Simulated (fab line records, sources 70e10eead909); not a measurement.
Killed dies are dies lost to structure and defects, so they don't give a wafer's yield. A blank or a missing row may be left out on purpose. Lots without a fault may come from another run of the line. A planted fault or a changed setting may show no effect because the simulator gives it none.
fab line records | flow nand_harc
record lots=6 wafers=18 last_day=24
route steps=1159 shown A_ONON_D1@430 END@1159
lots that met no fault: from a run of the same line without faults
start_h: hours from the record's first day to the start of the lot's first wafer shown | wait_h: hours since the lot's step before | " the same as in the row above | L1.1+2: a row that stands for several wafers | - no value, or no start given | * or withheld: withheld | < > ~ a bound
route shown NAME@n: a module of which the file shows steps, and the number in the route of the first | usual: mean/standard deviation of fault-free wafers | same: alike in all rows | chamber/n: place in a boat | sites: the reading at each site | _std_site: their standard deviation | _edge_site: outer sites' mean less inner sites' | radius_mm: how far each site lies from the wafer's centre | mask NAME#n: copy n | behind: the tool/chamber that last shaped the wafer | hold: why the lot was held/for how many hours/how that ended | device: the transistor (n, p or np) that didn't switch | end of line: the same wafers' tests at the end of the route | a step without rows: its recipe alone | killed: dies lost to structure and defects at the first sort, not the wafer's yield | map: a wafer's dies, x killed, . not, _ none there
set.NAME: the setting as run; set.NAME@STEP: as run at that earlier step | model.NAME: the simulator's own value behind a step, which no gauge read
lots at some steps of the route; a table a step, a row a wafer
services: from which hour (start_h, from the record's first day; less than 0 if before it) a tool's chamber was out of use, for how many hours, and why
## steps
# step NHARC_A_ONON_D1_DEP_09
# recipe target_thk_a=10000 n2_flow_sccm=2750 n2o_flow_sccm=2000 nh3_flow_sccm=500 sih4_flow_sccm=210 temp_c=400
# step NHARC_A_ONON_D1_THK_MEAS_11
# recipe thk_meas_gauge=ellipsometry
# usual thk_nm=1000/9.4
# columns lot.wafer tool chamber start_h wait_h thk_nm
L136.2 film_metro-01 - 145.95 - 996
L136.4 " - " " 997
L136.5 " - " " 995
L137.1 film_metro-01 - 167.76 - 1016
L137.4 " - " " 1017
L137.6 " - " " 1017
L154.2 film_metro-01 - 260.82 - 995
L154.5 " - " " 996
L154.6 " - " " 994
L152.1 film_metro-01 - 261.04 - 995
L152.3 " - " " 995
L152.4 " - " " 995
L155.2 film_metro-02 - 276.54 - 1019
L155.3 " - " " 1019
L155.4 " - " " 1018
L157.2 film_metro-01 - 276.56 - 1004
L157.5 " - " " 1003
L157.6 " - " " 1004
# step NHARC_A_ONON_D1_DEP_12
# recipe target_thk_a=10000 n2_flow_sccm=2750 n2o_flow_sccm=2000 nh3_flow_sccm=500 sih4_flow_sccm=210 temp_c=400
# step NHARC_A_ONON_D1_THK_MEAS_14
# recipe thk_meas_gauge=ellipsometry
# usual thk_nm=997/7.8
# columns lot.wafer tool chamber start_h wait_h thk_nm
L136.2 film_metro-01 - 146.52 - 990
L136.4 " - " " 988
L136.5 " - " " 987
L137.1 film_metro-02 - 168.33 - 992
L137.4 " - " " 992
L137.6 " - " " 993
L154.2 film_metro-01 - 261.39 - 1003
L154.5 " - " " 1004
L154.6 " - " " 1005
L152.1 film_metro-02 - 261.61 - 999
L152.3 " - " " 1003
L152.4 " - " " 1001
L155.2 film_metro-01 - 277.11 - 993
L155.3 " - " " 994
L155.4 " - " " 994
L157.2 film_metro-01 - 277.13 - 1005
L157.5 " - " " 1005
L157.6 " - " " 1004
# step NHARC_A_ONON_D1_ANNEAL_15
# recipe temp_c=750 time_s=3600
# step NHARC_A_ONON_D1_DEP_16
# recipe target_thk_a=10000 n2_flow_sccm=2750 n2o_flow_sccm=2000 nh3_flow_sccm=500 sih4_flow_sccm=210 temp_c=400
# step NHARC_A_ONON_D1_THK_MEAS_18
# recipe thk_meas_gauge=ellipsometry
# usual thk_nm=1000/8.4
# columns lot.wafer tool chamber start_h wait_h thk_nm
L136.2 film_metro-01 - 153.67 - 989
L136.4 " - " " 990
L136.5 " - " " 991
L137.1 film_metro-01 - 177.61 - 999
L137.4 " - " " 999
L137.6 " - " " 999
L154.2 film_metro-01 - 268.36 - 1012
L154.5 " - " " 1011
L154.6 " - " " 1011
L152.1 film_metro-02 - 268.70 - 997
L152.3 " - " " 998
L152.4 " - " " 997
L155.2 film_metro-01 - 285.24 - 1006
L155.3 " - " " 1005
L155.4 " - " " 1007
L157.2 film_metro-01 - 285.27 - 1001
L157.5 " - " " 1000
L157.6 " - " " 1000
# step NHARC_A_ONON_D1_DEP_19
# recipe target_thk_a=10000 n2_flow_sccm=2750 n2o_flow_sccm=2000 nh3_flow_sccm=500 sih4_flow_sccm=210 temp_c=400
# step NHARC_A_ONON_D1_THK_MEAS_21
# recipe thk_meas_gauge=ellipsometry
# usual thk_nm=998/9.3
# columns lot.wafer tool chamber start_h wait_h thk_nm
L136.2 film_metro-02 - 154.35 - 996
L136.4 " - " " 996
L136.5 " - " " 995
L137.1 film_metro-02 - 178.17 - 990
L137.4 " - " " 990
L137.6 " - " " 989
L154.2 film_metro-02 - 268.92 - 987
L154.5 " - " " 989
L154.6 " - " " 989
L152.1 film_metro-01 - 269.27 - 996
L152.3 " - " " 997
L152.4 " - " " 996
L155.2 film_metro-01 - 285.81 - 994
L155.3 " - " " 995
L155.4 " - " " 994
L157.2 film_metro-01 - 285.83 - 989
L157.5 " - " " 988
L157.6 " - " " 987
# step NHARC_A_ONON_D1_DEP_22
# recipe target_thk_a=10000 n2_flow_sccm=2750 n2o_flow_sccm=2000 nh3_flow_sccm=500 sih4_flow_sccm=210 temp_c=400
# step NHARC_A_ONON_D1_THK_MEAS_24
# recipe thk_meas_gauge=ellipsometry
# usual thk_nm=998/7.3
# columns lot.wafer tool chamber start_h wait_h thk_nm
L136.2 film_metro-01 - 154.92 - 1000
L136.4 " - " " 1001
L136.5 " - " " 1000
L137.1 film_metro-02 - 178.74 - 993
L137.4 " - " " 993
L137.6 " - " " 993
L154.2 film_metro-02 - 269.50 - 995
L154.5 " - " " 996
L154.6 " - " " 995
L152.1 film_metro-01 - 269.83 - 982
L152.3 " - " " 983
L152.4 " - " " 984
L155.2 film_metro-01 - 286.37 - 1002
L155.3 " - " " 1001
L155.4 " - " " 1000
L157.2 film_metro-01 - 286.52 - 997
L157.5 " - " " 996
L157.6 " - " " 998
# step NHARC_A_ONON_D1_DEP_25
# recipe target_thk_a=10000 n2_flow_sccm=2750 n2o_flow_sccm=2000 nh3_flow_sccm=500 sih4_flow_sccm=210 temp_c=400
# columns lot.wafer tool chamber start_h wait_h
L136.2+4+5 pecvd_onon-04 0 155.05 0.1
L137.1+4+6 pecvd_onon-01 0 178.80 0.1
L154.2+5+6 pecvd_onon-01 0 269.61 0.1
L152.1+3+4 pecvd_onon-01 0 269.90 0.1
L155.2+3+4 pecvd_onon-03 0 286.48 0.1
L157.2+5+6 pecvd_onon-04 0 286.76 0.2
# step NHARC_A_ONON_D1_THK_MEAS_27
# recipe thk_meas_gauge=ellipsometry
# usual thk_nm=999/7.2
# columns lot.wafer tool chamber start_h wait_h thk_nm
L136.2 film_metro-02 - 155.49 - 1014
L136.4 " - " " 1011
L136.5 " - " " 1013
L137.1 film_metro-02 - 179.31 - 998
L137.4 " - " " 1000
L137.6 " - " " 1000
L154.2 film_metro-01 - 270.06 - 661
L154.5 " - " " 661
L154.6 " - " " 661
L152.1 film_metro-02 - 270.41 - 682
L152.3 " - " " 682
L152.4 " - " " 681
L155.2 film_metro-01 - 286.94 - 990
L155.3 " - " " 991
L155.4 " - " " 991
L157.2 film_metro-01 - 287.22 - 999
L157.5 " - " " 1000
L157.6 " - " " 1000
# step NHARC_A_ONON_D1_DEP_28
# recipe target_thk_a=10000 n2_flow_sccm=2750 n2o_flow_sccm=2000 nh3_flow_sccm=500 sih4_flow_sccm=210 temp_c=400
# step NHARC_END_SORT_01
# recipe temp_c=25
# usual killed_at_array=30/10 killed_at_other=0.5/0.82 killed_at_periphery=2.9/2 killed_dies=34/11 killed_open=3.2/1.8 killed_short=2.0/1.4
# same gross_dies=677
# columns lot.wafer tool chamber start_h wait_h killed_at_array killed_at_other killed_at_periphery killed_dies killed_open killed_short
L137.1 prober-01 0 458.48 2.5 22 2 0 24 6 1
L137.4 prober-01 0 460.85 3.4 17 1 3 21 2 2
L137.6 prober-01 0 462.43 4.0 18 0 3 21 2 1
L152.1 prober-02 0 559.70 2.5 676 0 1 677 4 2
L152.3 prober-02 0 561.31 3.1 673 2 2 677 3 4
L152.4 prober-02 0 562.12 3.4 674 1 2 677 2 2
# killed by level:class
L137.1 A_SLIT:chamber_film_flake=10 A_CONTACT:geometric_particle:open=3 A_CHANNEL_HOLE_D1:chamber_film_flake=3 A_ONON_D1:geometric_particle:open=1 A_BLC:geometric_particle:open=1 A_M0:geometric_particle:open=1 STARTING-WAFER:geometric_particle:short=1 A_CHANNEL_FILL_D1:chamber_film_flake=1
L137.4 A_SLIT:chamber_film_flake=9 A_CONTACT:chamber_film_flake=3 A_STAIRCASE:chamber_film_flake=2 A_SGD_CUT:chamber_film_flake=2 P_STI:geometric_particle:short=1 P_CONTACT:geometric_particle:open=1 P_CONTACT:geometric_particle:short=1 STARTING-WAFER:geometric_particle:open=1
L137.6 A_SLIT:chamber_film_flake=6 A_STAIRCASE:chamber_film_flake=3 P_CONTACT:geometric_particle:open=2 A_CHANNEL_FILL_D1:chamber_film_flake=2 A_SGD_CUT:chamber_film_flake=2 A_CONTACT:chamber_film_flake=2 A_CONTACT:geometric_particle:short=1 P_STI:chamber_film_flake=1
L152.1 A_ONON_D1:area_dep=641 A_CHANNEL_HOLE_D1:chamber_film_flake=12 A_BLC:chamber_film_flake=5 A_STAIRCASE:chamber_film_flake=4 A_SGD_CUT:chamber_film_flake=3 A_CONTACT:chamber_film_flake=3 A_CHANNEL_HOLE_D1:geometric_particle:short=1 A_CHANNEL_HOLE_D1:geometric_particle:open=1
L152.3 A_ONON_D1:area_dep=643 A_CHANNEL_HOLE_D1:chamber_film_flake=13 A_BLC:chamber_film_flake=5 A_SGD_CUT:chamber_film_flake=4 A_STAIRCASE:chamber_film_flake=3 A_CHANNEL_FILL_D1:geometric_particle:short=2 P_STI:geometric_particle:open=1 P_CONTACT:geometric_particle:open=1
L152.4 A_ONON_D1:area_dep=643 A_CHANNEL_HOLE_D1:chamber_film_flake=18 A_SGD_CUT:chamber_film_flake=3 A_CONTACT:chamber_film_flake=3 A_BLC:chamber_film_flake=3 A_CHANNEL_FILL_D1:geometric_particle:open=1 A_CONTACT:geometric_particle:open=1 A_BLC:geometric_particle:short=1
# map L152.1 (x killed, . not)
____________x____________
_________xxxxxxx_________
_______xxxxxxxxxxx_______
______xxxxxxxxxxxxx______
_____xxxxxxxxxxxxxxx_____
____xxxxxxxxxxxxxxxxx____
____xxxxxxxxxxxxxxxxx____
___xxxxxxxxxxxxxxxxxxx___
___xxxxxxxxxxxxxxxxxxx___
__xxxxxxxxxxxxxxxxxxxxx__
__xxxxxxxxxxxxxxxxxxxxx__
_xxxxxxxxxxxxxxxxxxxxxxx_
_xxxxxxxxxxxxxxxxxxxxxxx_
_xxxxxxxxxxxxxxxxxxxxxxx_
_xxxxxxxxxxxxxxxxxxxxxxx_
_xxxxxxxxxxxxxxxxxxxxxxx_
xxxxxxxxxxxxxxxxxxxxxxxxx
xxxxxxxxxxxxxxxxxxxxxxxxx
xxxxxxxxxxxxxxxxxxxxxxxxx
xxxxxxxxxxxxxxxxxxxxxxxxx
xxxxxxxxxxxxxxxxxxxxxxxxx
_xxxxxxxxxxxxxxxxxxxxxxx_
_xxxxxxxxxxxxxxxxxxxxxxx_
_xxxxxxxxxxxxxxxxxxxxxxx_
_xxxxxxxxxxxxxxxxxxxxxxx_
_xxxxxxxxxxxxxxxxxxxxxxx_
__xxxxxxxxxxxxxxxxxxxxx__
__xxxxxxxxxxxxxxxxxxxxx__
___xxxxxxxxxxxxxxxxxxx___
___xxxxxxxxxxxxxxxxxxx___
____xxxxxxxxxxxxxxxxx____
____xxxxxxxxxxxxxxxxx____
_____xxxxxxxxxxxxxxx_____
______xxxxxxxxxxxxx______
_______xxxxxxxxxxx_______
_________xxxxxxx_________
____________x____________
# map L137.1 (x killed, . not)
____________.____________
_________......._________
_______..........._______
______............x______
_____..............._____
____.................____
____.................____
___...................___
___...................___
__...x...x...x........x__
__.....................__
_......................._
_......................._
_......................._
_......................._
_.....................x._
......................x..
......................x.x
.x.....x..............x.x
.....x...............xxx.
.....................x...
_.....................xx_
_......................x_
_......................._
_......................._
_......................._
__.x...................__
__.....................__
___...................___
___...................___
____.................____
____.................____
_____..............._____
______.............______
_______...x.x....._______
_________......._________
____________.____________
## services
# columns tool chamber start_h hours kind
pecvd_onon-03 - 153.00 13.0 pm
pecvd_onon-04 - 157.34 0.1 repair
pecvd_onon-01 - 195.49 13.0 pm
pecvd_onon-04 - 237.16 13.0 pm
## key
first_sign step=NHARC_A_ONON_D1_THK_MEAS_27 reading=thk_nm direction=down sigmas=45 usual=999 struck=672
effect step=NHARC_END_SORT_01 reading=killed_at_array direction=up sigmas=62 usual=30 struck=674
more_kills_born_at NHARC_A_ONON_D1_DEP_25@pecvd_onon-01=1927
met_at NHARC_A_ONON_D1_DEP_25
struck_wafers L152.1,L152.3,L152.4,L154.2,L154.5,L154.6
rows_end L154.2,L154.5,L154.6
later_rows_left_out L152.1,L152.3,L152.4
tester_left_out L152
onset_between 178.80 269.61
fault kind=process_parameter_drift tool=pecvd_onon-01 chamber=- onset_h=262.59 steps=NHARC_A_ONON_D1_DEP_25 channel=target_thk_a offset=* shape=step end_h=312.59 acts_in=* stated=*
# tester_left_out: of these lots the tester's yield and bins aren't shown, on N5 and GAA mostly nor the transistor test; their killed dies are dies lost to structure and defects alone, not to doping, threshold or leakage, so they don't give the yield
# later_rows_left_out: the simulator's readings of these wafers behind a module that went badly wrong aren't trusted and aren't shown, but for the sort
# rows_end: these wafers met a further fault down the route, and their rows from its step on are left out
